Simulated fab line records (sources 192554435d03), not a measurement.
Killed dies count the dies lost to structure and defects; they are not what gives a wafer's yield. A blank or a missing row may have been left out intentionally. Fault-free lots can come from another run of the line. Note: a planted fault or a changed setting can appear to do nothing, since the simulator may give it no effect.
What tool caused it? / flow n5-finfet / 72 wafers from 24 lots sampled at 5 of the route's 1938 steps

== WHAT THE GAUGES READ, wafer by wafer ==
N5_SDB_THK_MEAS_31.
lot=L074; measured=day 3 21:01; on=film-metro-01; SDB_THK (nm)=64.3 63.6 64.6
lot=L075; measured=day 4 02:14; on=film-metro-01; SDB_THK (nm)=63.9 63.6 64.2
lot=L076; measured=day 4 11:32; on=film-metro-01; SDB_THK (nm)=62.9 63.0 62.8
lot=L077; measured=day 4 15:40; on=film-metro-02; SDB_THK (nm)=64.1 64.7 65.4
lot=L078; measured=day 5 01:58; on=film-metro-02; SDB_THK (nm)=65.7 64.8 64.9
lot=L079; measured=day 5 05:45; on=film-metro-01; SDB_THK (nm)=64.7 64.2 66.1
lot=L080; measured=day 5 15:04; on=film-metro-02; SDB_THK (nm)=65.2 65.8 65.1
lot=L081; measured=day 5 19:34; on=film-metro-01; SDB_THK (nm)=64.0 64.5 64.3
lot=L082; measured=day 6 04:39; on=film-metro-02; SDB_THK (nm)=62.9 63.6 63.6
lot=L083; measured=day 6 06:50; on=film-metro-01; SDB_THK (nm)=63.8 62.1 63.0
lot=L084; measured=day 6 17:01; on=film-metro-01; SDB_THK (nm)=63.7 63.5 63.0
lot=L085; measured=day 7 01:54; on=film-metro-02; SDB_THK (nm)=63.6 62.8 63.0
lot=L086; measured=day 7 05:49; on=film-metro-02; SDB_THK (nm)=65.1 65.2 64.0
lot=L087; measured=day 7 11:27; on=film-metro-02; SDB_THK (nm)=64.9 65.4 65.4
lot=L088; measured=day 7 13:10; on=film-metro-01; SDB_THK (nm)=64.8 64.8 64.3
lot=L089; measured=day 7 19:06; on=film-metro-01; SDB_THK (nm)=64.2 65.8 66.4
lot=L090; measured=day 7 23:56; on=film-metro-02; SDB_THK (nm)=63.2 64.1 62.8
lot=L091; measured=day 8 06:35; on=film-metro-01; SDB_THK (nm)=64.7 64.8 65.7
lot=L092; measured=day 8 08:20; on=film-metro-02; SDB_THK (nm)=64.8 64.4 64.2
lot=L093; measured=day 8 18:38; on=film-metro-02; SDB_THK (nm)=65.1 65.5 65.7
lot=L094; measured=day 9 02:11; on=film-metro-02; SDB_THK (nm)=64.0 63.0 63.9
lot=L095; measured=day 9 07:09; on=film-metro-01; SDB_THK (nm)=65.0 64.9 64.2
lot=L096; measured=day 9 13:53; on=film-metro-01; SDB_THK (nm)=63.1 64.1 64.4
lot=L097; measured=day 9 14:51; on=film-metro-01; SDB_THK (nm)=64.8 64.7 63.4

== TOOL THAT RAN EACH LOT (tool first, then ch and the chambers of the sampled wafers, then the start) ==
lot=L074; N5_SPACER0_ALD_07=ald-sin-01 ch 2,3, day 2 23:16; N5_SPACER0_ALD_08=ald-sin-01 ch 2,3, day 2 23:41; N5_SD_EPI_P_ETCH_47=rie-diel-04 ch 1,2, day 3 05:38; N5_SDB_ETCH_25=rie-diel-05 ch 2,3, day 3 17:32
lot=L075; N5_SPACER0_ALD_07=ald-sin-04 ch 0,1, day 3 04:44; N5_SPACER0_ALD_08=ald-sin-04 ch 0,1, day 3 05:08; N5_SD_EPI_P_ETCH_47=rie-diel-02 ch 1,3, day 3 11:17; N5_SDB_ETCH_25=rie-diel-05 ch 0,2,3, day 3 22:57
lot=L076; N5_SPACER0_ALD_07=ald-sin-01 ch 2,3, day 3 14:05; N5_SPACER0_ALD_08=ald-sin-01 ch 2,3, day 3 14:29; N5_SD_EPI_P_ETCH_47=rie-diel-02 ch 2,3, day 3 20:36; N5_SDB_ETCH_25=rie-diel-05 ch 0,2,3, day 4 08:15
lot=L077; N5_SPACER0_ALD_07=ald-sin-01 ch 0,3, day 3 17:43; N5_SPACER0_ALD_08=ald-sin-01 ch 0,3, day 3 18:07; N5_SD_EPI_P_ETCH_47=rie-diel-06 ch 0,1, day 3 23:43; N5_SDB_ETCH_25=rie-diel-05 ch 0,1,3, day 4 12:22
lot=L078; N5_SPACER0_ALD_07=ald-sin-04 ch 0,3, day 4 03:04; N5_SPACER0_ALD_08=ald-sin-04 ch 0,3, day 4 03:28; N5_SD_EPI_P_ETCH_47=rie-diel-04 ch 0,1,2, day 4 08:59; N5_SDB_ETCH_25=rie-diel-01 ch 1,2, day 4 22:22
lot=L079; N5_SPACER0_ALD_07=ald-sin-02 ch 0,3, day 4 04:58; N5_SPACER0_ALD_08=ald-sin-02 ch 0,3, day 4 05:22; N5_SD_EPI_P_ETCH_47=rie-diel-04 ch 0,2,3, day 4 11:16; N5_SDB_ETCH_25=rie-diel-05 ch 0,1,3, day 4 23:08
lot=L080; N5_SPACER0_ALD_07=ald-sin-01 ch 1,3, day 4 15:12; N5_SPACER0_ALD_08=ald-sin-01 ch 1,3, day 4 15:37; N5_SD_EPI_P_ETCH_47=rie-diel-06 ch 1,2,3, day 4 22:10; N5_SDB_ETCH_25=rie-diel-03 ch 0,1,2, day 5 11:46
lot=L081; N5_SPACER0_ALD_07=ald-sin-01 ch 1,3, day 4 22:23; N5_SPACER0_ALD_08=ald-sin-01 ch 1,3, day 4 22:47; N5_SD_EPI_P_ETCH_47=rie-diel-06 ch 2,3, day 5 04:40; N5_SDB_ETCH_25=rie-diel-03 ch 0,2, day 5 16:08
lot=L082; N5_SPACER0_ALD_07=ald-sin-01 ch 0,3, day 5 05:31; N5_SPACER0_ALD_08=ald-sin-01 ch 0,3, day 5 05:56; N5_SD_EPI_P_ETCH_47=rie-diel-04 ch 2,3, day 5 12:23; N5_SDB_ETCH_25=rie-diel-01 ch 0,1,3, day 6 01:21
lot=L083; N5_SPACER0_ALD_07=ald-sin-01 ch 1,2,3, day 5 09:53; N5_SPACER0_ALD_08=ald-sin-01 ch 1,2,3, day 5 10:17; N5_SD_EPI_P_ETCH_47=rie-diel-02 ch 0,1,3, day 5 16:05; N5_SDB_ETCH_25=rie-diel-05 ch 0,1,3, day 6 03:32
lot=L084; N5_SPACER0_ALD_07=ald-sin-01 ch 2,3, day 5 19:06; N5_SPACER0_ALD_08=ald-sin-01 ch 2,3, day 5 19:31; N5_SD_EPI_P_ETCH_47=rie-diel-04 ch 1,2,3, day 6 01:14; N5_SDB_ETCH_25=rie-diel-05 ch 1,2,3, day 6 13:43
lot=L085; N5_SPACER0_ALD_07=ald-sin-01 ch 1,3, day 6 04:47; N5_SPACER0_ALD_08=ald-sin-01 ch 1,3, day 6 05:11; N5_SD_EPI_P_ETCH_47=rie-diel-06 ch 0,2, day 6 10:48; N5_SDB_ETCH_25=rie-diel-03 ch 0,2,3, day 6 22:34
lot=L086; N5_SPACER0_ALD_07=ald-sin-02 ch 0,3, day 6 08:14; N5_SPACER0_ALD_08=ald-sin-02 ch 0,3, day 6 08:38; N5_SD_EPI_P_ETCH_47=rie-diel-02 ch 0,3, day 6 14:28; N5_SDB_ETCH_25=rie-diel-05 ch 0,3, day 7 02:29
lot=L087; N5_SPACER0_ALD_07=ald-sin-02 ch 1,3, day 6 12:32; N5_SPACER0_ALD_08=ald-sin-02 ch 1,3, day 6 12:56; N5_SD_EPI_P_ETCH_47=rie-diel-02 ch 1,2,3, day 6 18:31; N5_SDB_ETCH_25=rie-diel-01 ch 0,2, day 7 07:38
lot=L088; N5_SPACER0_ALD_07=ald-sin-01 ch 0,1, day 6 14:07; N5_SPACER0_ALD_08=ald-sin-01 ch 0,1, day 6 14:31; N5_SD_EPI_P_ETCH_47=rie-diel-02 ch 2,3, day 6 20:29; N5_SDB_ETCH_25=rie-diel-03 ch 0,1,2, day 7 09:11
lot=L089; N5_SPACER0_ALD_07=ald-sin-01 ch 0,1,2, day 6 20:54; N5_SPACER0_ALD_08=ald-sin-01 ch 0,1,2, day 6 21:19; N5_SD_EPI_P_ETCH_47=rie-diel-04 ch 0,1,3, day 7 03:07; N5_SDB_ETCH_25=rie-diel-01 ch 0,2,3, day 7 15:44
lot=L090; N5_SPACER0_ALD_07=ald-sin-01 ch 1,3, day 7 00:14; N5_SPACER0_ALD_08=ald-sin-01 ch 1,3, day 7 00:38; N5_SD_EPI_P_ETCH_47=rie-diel-02 ch 1,2, day 7 07:07; N5_SDB_ETCH_25=rie-diel-05 ch 2,3, day 7 20:38
lot=L091; N5_SPACER0_ALD_07=ald-sin-01 ch 1,2,3, day 7 08:09; N5_SPACER0_ALD_08=ald-sin-01 ch 1,2,3, day 7 08:34; N5_SD_EPI_P_ETCH_47=rie-diel-02 ch 0,2,3, day 7 15:41; N5_SDB_ETCH_25=rie-diel-05 ch 1,2,3, day 8 03:14
lot=L092; N5_SPACER0_ALD_07=ald-sin-02 ch 1,2,3, day 7 10:52; N5_SPACER0_ALD_08=ald-sin-02 ch 1,2,3, day 7 11:17; N5_SD_EPI_P_ETCH_47=rie-diel-02 ch 1,3, day 7 17:19; N5_SDB_ETCH_25=rie-diel-05 ch 1,3, day 8 05:01
lot=L093; N5_SPACER0_ALD_07=ald-sin-01 ch 1,2, day 7 19:02; N5_SPACER0_ALD_08=ald-sin-01 ch 1,2, day 7 19:27; N5_SD_EPI_P_ETCH_47=rie-diel-06 ch 2,3, day 8 01:04; N5_SDB_ETCH_25=rie-diel-05 ch 0,1,2, day 8 14:57
lot=L094; N5_SPACER0_ALD_07=ald-sin-02 ch 1,3, day 8 03:27; N5_SPACER0_ALD_08=ald-sin-02 ch 1,3, day 8 03:52; N5_SD_EPI_P_ETCH_47=rie-diel-02 ch 0,1,2, day 8 10:12; N5_SDB_ETCH_25=rie-diel-03 ch 1,3, day 8 22:53
lot=L095; N5_SPACER0_ALD_07=ald-sin-01 ch 0,3, day 8 08:16; N5_SPACER0_ALD_08=ald-sin-01 ch 0,3, day 8 08:40; N5_SD_EPI_P_ETCH_47=rie-diel-02 ch 0,1,3, day 8 15:46; N5_SDB_ETCH_25=rie-diel-05 ch 1,2,3, day 9 03:49
lot=L096; N5_SPACER0_ALD_07=ald-sin-02 ch 0,3, day 8 14:04; N5_SPACER0_ALD_08=ald-sin-02 ch 0,3, day 8 14:29; N5_SD_EPI_P_ETCH_47=rie-diel-04 ch 0,1, day 8 20:35; N5_SDB_ETCH_25=rie-diel-03 ch 0,2,3, day 9 10:14
lot=L097; N5_SPACER0_ALD_07=ald-sin-02 ch 0,1,2, day 8 18:19; N5_SPACER0_ALD_08=ald-sin-02 ch 0,1,2, day 8 18:43; N5_SD_EPI_P_ETCH_47=rie-diel-04 ch 0,2,3, day 9 00:13; N5_SDB_ETCH_25=rie-diel-05 ch 0,2,3, day 9 11:35
- N5_SPACER0_ALD_07: deposits SiNx, target thk 2 nm.
- N5_SPACER0_ALD_08: deposits SiNx, target thk 2 nm.
- N5_SD_EPI_P_ETCH_47: etches SiOCN in CH3F/O2, target depth 25 nm.
- N5_SDB_ETCH_25: etches SiO2 in C4F6/O2, target depth 10 nm, time 3.3 s.

== AS READ BY THE TOOLS THEMSELVES (means over the sampled wafers that have a number; for cases with no such wafer, the mark the record gives instead) ==
N5_SPACER0_ALD_07.
lot=L074; tool=ald-sin-01; heater-power-w (W)=1024
lot=L075; tool=ald-sin-04; heater-power-w (W)=783
lot=L076; tool=ald-sin-01; heater-power-w (W)=904
lot=L077; tool=ald-sin-01; heater-power-w (W)=1006
lot=L078; tool=ald-sin-04; heater-power-w (W)=700
lot=L079; tool=ald-sin-02; heater-power-w (W)=854
lot=L080; tool=ald-sin-01; heater-power-w (W)=902
lot=L081; tool=ald-sin-01; heater-power-w (W)=879
lot=L082; tool=ald-sin-01; heater-power-w (W)=873
lot=L083; tool=ald-sin-01; heater-power-w (W)=886
lot=L084; tool=ald-sin-01; heater-power-w (W)=1029
lot=L085; tool=ald-sin-01; heater-power-w (W)=1034
lot=L086; tool=ald-sin-02; heater-power-w (W)=816
lot=L087; tool=ald-sin-02; heater-power-w (W)=828
lot=L088; tool=ald-sin-01; heater-power-w (W)=742
lot=L089; tool=ald-sin-01; heater-power-w (W)=756
lot=L090; tool=ald-sin-01; heater-power-w (W)=1030
lot=L091; tool=ald-sin-01; heater-power-w (W)=898
lot=L092; tool=ald-sin-02; heater-power-w (W)=910
lot=L093; tool=ald-sin-01; heater-power-w (W)=755
lot=L094; tool=ald-sin-02; heater-power-w (W)=827
lot=L095; tool=ald-sin-01; heater-power-w (W)=1023
lot=L096; tool=ald-sin-02; heater-power-w (W)=816
lot=L097; tool=ald-sin-02; heater-power-w (W)=907

N5_SPACER0_ALD_08.
lot=L074; tool=ald-sin-01; heater-power-w (W)=1018
lot=L075; tool=ald-sin-04; heater-power-w (W)=784
lot=L076; tool=ald-sin-01; heater-power-w (W)=906
lot=L077; tool=ald-sin-01; heater-power-w (W)=1032
lot=L078; tool=ald-sin-04; heater-power-w (W)=702
lot=L079; tool=ald-sin-02; heater-power-w (W)=848
lot=L080; tool=ald-sin-01; heater-power-w (W)=888
lot=L081; tool=ald-sin-01; heater-power-w (W)=891
lot=L082; tool=ald-sin-01; heater-power-w (W)=873
lot=L083; tool=ald-sin-01; heater-power-w (W)=902
lot=L084; tool=ald-sin-01; heater-power-w (W)=1030
lot=L085; tool=ald-sin-01; heater-power-w (W)=1012
lot=L086; tool=ald-sin-02; heater-power-w (W)=813
lot=L087; tool=ald-sin-02; heater-power-w (W)=839
lot=L088; tool=ald-sin-01; heater-power-w (W)=741
lot=L089; tool=ald-sin-01; heater-power-w (W)=758
lot=L090; tool=ald-sin-01; heater-power-w (W)=1044
lot=L091; tool=ald-sin-01; heater-power-w (W)=895
lot=L092; tool=ald-sin-02; heater-power-w (W)=922
lot=L093; tool=ald-sin-01; heater-power-w (W)=761
lot=L094; tool=ald-sin-02; heater-power-w (W)=847
lot=L095; tool=ald-sin-01; heater-power-w (W)=1022
lot=L096; tool=ald-sin-02; heater-power-w (W)=820
lot=L097; tool=ald-sin-02; heater-power-w (W)=905

N5_SD_EPI_P_ETCH_47.
lot=L074; tool=rie-diel-04; drypump-motor-current-A (A)=6.11; oes_o_777_au (a.u.)=0.70; oes-product-au (a.u.)=0.69; rf-vpp-V (V)=125.8; showerhead-plenum-p-Torr (Torr)=1.91; throttle-valve-pct (%)=16.53
lot=L075; tool=rie-diel-02; drypump-motor-current-A (A)=5.79; oes_o_777_au (a.u.)=0.73; oes-product-au (a.u.)=0.72; rf-vpp-V (V)=128.4; showerhead-plenum-p-Torr (Torr)=2.01; throttle-valve-pct (%)=16.56
lot=L076; tool=rie-diel-02; drypump-motor-current-A (A)=5.49; oes_o_777_au (a.u.)=0.74; oes-product-au (a.u.)=0.73; rf-vpp-V (V)=126.0; showerhead-plenum-p-Torr (Torr)=2.02; throttle-valve-pct (%)=16.34
lot=L077; tool=rie-diel-06; drypump-motor-current-A (A)=5.91; oes_o_777_au (a.u.)=0.73; oes-product-au (a.u.)=0.71; rf-vpp-V (V)=129.3; showerhead-plenum-p-Torr (Torr)=2.06; throttle-valve-pct (%)=16.45
lot=L078; tool=rie-diel-04; drypump-motor-current-A (A)=5.96; oes_o_777_au (a.u.)=0.82; oes-product-au (a.u.)=0.82; rf-vpp-V (V)=127.7; showerhead-plenum-p-Torr (Torr)=1.98; throttle-valve-pct (%)=16.32
lot=L079; tool=rie-diel-04; drypump-motor-current-A (A)=5.70; oes_o_777_au (a.u.)=0.84; oes-product-au (a.u.)=0.84; rf-vpp-V (V)=126.7; showerhead-plenum-p-Torr (Torr)=2.01; throttle-valve-pct (%)=16.24
lot=L080; tool=rie-diel-06; drypump-motor-current-A (A)=5.96; oes_o_777_au (a.u.)=0.78; oes-product-au (a.u.)=0.77; rf-vpp-V (V)=128.8; showerhead-plenum-p-Torr (Torr)=2.03; throttle-valve-pct (%)=16.39
lot=L081; tool=rie-diel-06; drypump-motor-current-A (A)=6.03; oes_o_777_au (a.u.)=0.81; oes-product-au (a.u.)=0.82; rf-vpp-V (V)=128.7; showerhead-plenum-p-Torr (Torr)=1.99; throttle-valve-pct (%)=16.39
lot=L082; tool=rie-diel-04; drypump-motor-current-A (A)=5.69; oes_o_777_au (a.u.)=0.88; oes-product-au (a.u.)=0.89; rf-vpp-V (V)=127.5; showerhead-plenum-p-Torr (Torr)=1.97; throttle-valve-pct (%)=15.93
lot=L083; tool=rie-diel-02; drypump-motor-current-A (A)=5.85; oes_o_777_au (a.u.)=0.73; oes-product-au (a.u.)=0.73; rf-vpp-V (V)=127.1; showerhead-plenum-p-Torr (Torr)=2.02; throttle-valve-pct (%)=16.56
lot=L084; tool=rie-diel-04; drypump-motor-current-A (A)=5.84; oes_o_777_au (a.u.)=0.89; oes-product-au (a.u.)=0.89; rf-vpp-V (V)=127.9; showerhead-plenum-p-Torr (Torr)=2.03; throttle-valve-pct (%)=16.17
lot=L085; tool=rie-diel-06; drypump-motor-current-A (A)=5.82; oes_o_777_au (a.u.)=0.72; oes-product-au (a.u.)=0.71; rf-vpp-V (V)=128.1; showerhead-plenum-p-Torr (Torr)=2.07; throttle-valve-pct (%)=16.62
lot=L086; tool=rie-diel-02; drypump-motor-current-A (A)=5.92; oes_o_777_au (a.u.)=0.75; oes-product-au (a.u.)=0.74; rf-vpp-V (V)=126.7; showerhead-plenum-p-Torr (Torr)=2.02; throttle-valve-pct (%)=16.55
lot=L087; tool=rie-diel-02; drypump-motor-current-A (A)=5.59; oes_o_777_au (a.u.)=0.73; oes-product-au (a.u.)=0.72; rf-vpp-V (V)=127.7; showerhead-plenum-p-Torr (Torr)=1.99; throttle-valve-pct (%)=16.43
lot=L088; tool=rie-diel-02; drypump-motor-current-A (A)=5.51; oes_o_777_au (a.u.)=0.72; oes-product-au (a.u.)=0.72; rf-vpp-V (V)=126.3; showerhead-plenum-p-Torr (Torr)=2.01; throttle-valve-pct (%)=16.39
lot=L089; tool=rie-diel-04; drypump-motor-current-A (A)=5.85; oes_o_777_au (a.u.)=0.83; oes-product-au (a.u.)=0.82; rf-vpp-V (V)=127.8; showerhead-plenum-p-Torr (Torr)=2.06; throttle-valve-pct (%)=16.49
lot=L090; tool=rie-diel-02; drypump-motor-current-A (A)=5.70; oes_o_777_au (a.u.)=0.74; oes-product-au (a.u.)=0.74; rf-vpp-V (V)=127.9; showerhead-plenum-p-Torr (Torr)=1.96; throttle-valve-pct (%)=16.48
lot=L091; tool=rie-diel-02; drypump-motor-current-A (A)=5.68; oes_o_777_au (a.u.)=0.75; oes-product-au (a.u.)=0.74; rf-vpp-V (V)=127.4; showerhead-plenum-p-Torr (Torr)=1.99; throttle-valve-pct (%)=16.42
lot=L092; tool=rie-diel-02; drypump-motor-current-A (A)=5.79; oes_o_777_au (a.u.)=0.71; oes-product-au (a.u.)=0.70; rf-vpp-V (V)=127.0; showerhead-plenum-p-Torr (Torr)=2.00; throttle-valve-pct (%)=16.61
lot=L093; tool=rie-diel-06; drypump-motor-current-A (A)=5.89; oes_o_777_au (a.u.)=0.77; oes-product-au (a.u.)=0.77; rf-vpp-V (V)=128.8; showerhead-plenum-p-Torr (Torr)=2.03; throttle-valve-pct (%)=16.45
lot=L094; tool=rie-diel-02; drypump-motor-current-A (A)=5.76; oes_o_777_au (a.u.)=0.75; oes-product-au (a.u.)=0.75; rf-vpp-V (V)=127.3; showerhead-plenum-p-Torr (Torr)=1.97; throttle-valve-pct (%)=16.47
lot=L095; tool=rie-diel-02; drypump-motor-current-A (A)=5.87; oes_o_777_au (a.u.)=0.71; oes-product-au (a.u.)=0.72; rf-vpp-V (V)=126.7; showerhead-plenum-p-Torr (Torr)=2.01; throttle-valve-pct (%)=16.60
lot=L096; tool=rie-diel-04; drypump-motor-current-A (A)=6.11; oes_o_777_au (a.u.)=0.88; oes-product-au (a.u.)=0.88; rf-vpp-V (V)=128.5; showerhead-plenum-p-Torr (Torr)=2.11; throttle-valve-pct (%)=16.43
lot=L097; tool=rie-diel-04; drypump-motor-current-A (A)=5.70; oes_o_777_au (a.u.)=0.80; oes-product-au (a.u.)=0.80; rf-vpp-V (V)=127.5; showerhead-plenum-p-Torr (Torr)=2.00; throttle-valve-pct (%)=16.31

N5_SDB_ETCH_25.
lot=L074; tool=rie-diel-05; drypump-motor-current-A (A)=6.0; oes_o_777_au (a.u.)=0.74; oes-product-au (a.u.)=0.74; rf-vpp-V (V)=657; showerhead-plenum-p-Torr (Torr)=2.85; throttle-valve-pct (%)=21.24
lot=L075; tool=rie-diel-05; drypump-motor-current-A (A)=5.6; oes_o_777_au (a.u.)=0.74; oes-product-au (a.u.)=0.74; rf-vpp-V (V)=659; showerhead-plenum-p-Torr (Torr)=2.88; throttle-valve-pct (%)=21.22
lot=L076; tool=rie-diel-05; drypump-motor-current-A (A)=5.6; oes_o_777_au (a.u.)=0.74; oes-product-au (a.u.)=0.74; rf-vpp-V (V)=660; showerhead-plenum-p-Torr (Torr)=2.88; throttle-valve-pct (%)=21.23
lot=L077; tool=rie-diel-05; drypump-motor-current-A (A)=5.6; oes_o_777_au (a.u.)=0.74; oes-product-au (a.u.)=0.74; rf-vpp-V (V)=660; showerhead-plenum-p-Torr (Torr)=2.87; throttle-valve-pct (%)=21.20
lot=L078; tool=rie-diel-01; drypump-motor-current-A (A)=5.9; oes_o_777_au (a.u.)=0.77; oes-product-au (a.u.)=0.78; rf-vpp-V (V)=664; showerhead-plenum-p-Torr (Torr)=2.83; throttle-valve-pct (%)=20.97
lot=L079; tool=rie-diel-05; drypump-motor-current-A (A)=5.6; oes_o_777_au (a.u.)=0.73; oes-product-au (a.u.)=0.74; rf-vpp-V (V)=660; showerhead-plenum-p-Torr (Torr)=2.87; throttle-valve-pct (%)=21.20
lot=L080; tool=rie-diel-03; drypump-motor-current-A (A)=6.2; oes_o_777_au (a.u.)=0.84; oes-product-au (a.u.)=0.83; rf-vpp-V (V)=662; showerhead-plenum-p-Torr (Torr)=2.92; throttle-valve-pct (%)=21.08
lot=L081; tool=rie-diel-03; drypump-motor-current-A (A)=6.5; oes_o_777_au (a.u.)=0.80; oes-product-au (a.u.)=0.80; rf-vpp-V (V)=662; showerhead-plenum-p-Torr (Torr)=2.89; throttle-valve-pct (%)=21.29
lot=L082; tool=rie-diel-01; drypump-motor-current-A (A)=5.6; oes_o_777_au (a.u.)=0.75; oes-product-au (a.u.)=0.75; rf-vpp-V (V)=665; showerhead-plenum-p-Torr (Torr)=2.89; throttle-valve-pct (%)=20.92
lot=L083; tool=rie-diel-05; drypump-motor-current-A (A)=5.6; oes_o_777_au (a.u.)=0.73; oes-product-au (a.u.)=0.73; rf-vpp-V (V)=660; showerhead-plenum-p-Torr (Torr)=2.86; throttle-valve-pct (%)=21.22
lot=L084; tool=rie-diel-05; drypump-motor-current-A (A)=5.9; oes_o_777_au (a.u.)=0.72; oes-product-au (a.u.)=0.72; rf-vpp-V (V)=658; showerhead-plenum-p-Torr (Torr)=2.83; throttle-valve-pct (%)=21.27
lot=L085; tool=rie-diel-03; drypump-motor-current-A (A)=6.4; oes_o_777_au (a.u.)=0.82; oes-product-au (a.u.)=0.81; rf-vpp-V (V)=660; showerhead-plenum-p-Torr (Torr)=2.83; throttle-valve-pct (%)=21.17
lot=L086; tool=rie-diel-05; drypump-motor-current-A (A)=5.3; oes_o_777_au (a.u.)=0.73; oes-product-au (a.u.)=0.72; rf-vpp-V (V)=661; showerhead-plenum-p-Torr (Torr)=2.90; throttle-valve-pct (%)=21.24
lot=L087; tool=rie-diel-01; drypump-motor-current-A (A)=5.5; oes_o_777_au (a.u.)=0.74; oes-product-au (a.u.)=0.73; rf-vpp-V (V)=669; showerhead-plenum-p-Torr (Torr)=2.94; throttle-valve-pct (%)=20.91
lot=L088; tool=rie-diel-03; drypump-motor-current-A (A)=6.2; oes_o_777_au (a.u.)=0.81; oes-product-au (a.u.)=0.81; rf-vpp-V (V)=662; showerhead-plenum-p-Torr (Torr)=2.91; throttle-valve-pct (%)=21.10
lot=L089; tool=rie-diel-01; drypump-motor-current-A (A)=5.3; oes_o_777_au (a.u.)=0.78; oes-product-au (a.u.)=0.78; rf-vpp-V (V)=669; showerhead-plenum-p-Torr (Torr)=2.97; throttle-valve-pct (%)=20.89
lot=L090; tool=rie-diel-05; drypump-motor-current-A (A)=6.0; oes_o_777_au (a.u.)=0.72; oes-product-au (a.u.)=0.70; rf-vpp-V (V)=656; showerhead-plenum-p-Torr (Torr)=2.84; throttle-valve-pct (%)=21.31
lot=L091; tool=rie-diel-05; drypump-motor-current-A (A)=6.0; oes_o_777_au (a.u.)=0.71; oes-product-au (a.u.)=0.71; rf-vpp-V (V)=657; showerhead-plenum-p-Torr (Torr)=2.82; throttle-valve-pct (%)=21.27
lot=L092; tool=rie-diel-05; drypump-motor-current-A (A)=5.9; oes_o_777_au (a.u.)=0.71; oes-product-au (a.u.)=0.71; rf-vpp-V (V)=657; showerhead-plenum-p-Torr (Torr)=2.81; throttle-valve-pct (%)=21.23
lot=L093; tool=rie-diel-05; drypump-motor-current-A (A)=5.9; oes_o_777_au (a.u.)=0.71; oes-product-au (a.u.)=0.70; rf-vpp-V (V)=658; showerhead-plenum-p-Torr (Torr)=2.85; throttle-valve-pct (%)=21.25
lot=L094; tool=rie-diel-03; drypump-motor-current-A (A)=6.1; oes_o_777_au (a.u.)=0.79; oes-product-au (a.u.)=0.79; rf-vpp-V (V)=663; showerhead-plenum-p-Torr (Torr)=2.82; throttle-valve-pct (%)=20.99
lot=L095; tool=rie-diel-05; drypump-motor-current-A (A)=5.9; oes_o_777_au (a.u.)=0.70; oes-product-au (a.u.)=0.70; rf-vpp-V (V)=658; showerhead-plenum-p-Torr (Torr)=2.82; throttle-valve-pct (%)=21.29
lot=L096; tool=rie-diel-03; drypump-motor-current-A (A)=6.4; oes_o_777_au (a.u.)=0.79; oes-product-au (a.u.)=0.79; rf-vpp-V (V)=660; showerhead-plenum-p-Torr (Torr)=2.82; throttle-valve-pct (%)=21.20
lot=L097; tool=rie-diel-05; drypump-motor-current-A (A)=5.6; oes_o_777_au (a.u.)=0.71; oes-product-au (a.u.)=0.70; rf-vpp-V (V)=659; showerhead-plenum-p-Torr (Torr)=2.86; throttle-valve-pct (%)=21.31

== THE ANSWER, worked out from the rows above alone ==
Rule: the lots themselves supply what counts as usual. The widest of any qualifying gaps counts: lots, ordered by their means at a reading, are off when they make up no more than a third of the lots, leave a main group of 4 or more, and stand apart from it by 3 or more times the standard deviation of that group's means. Not used: any main group whose means are identical at the precision the tables above print for the reading. Also off: a lot with no number at a reading for which 4 or more lots have one. All remaining lots with rows at the step are treated as sound. After the gauges, taken in route order, come the tools' own readings; for these a lot's mean is taken, as printed above. At the first step where some lot is off, the reading lying furthest off is the one used; lots without a number count as furthest.
No lot is off on any of the readings shown, so nothing can be concluded from this.

== WHAT THE SIMULATOR HAD PUT IN ==
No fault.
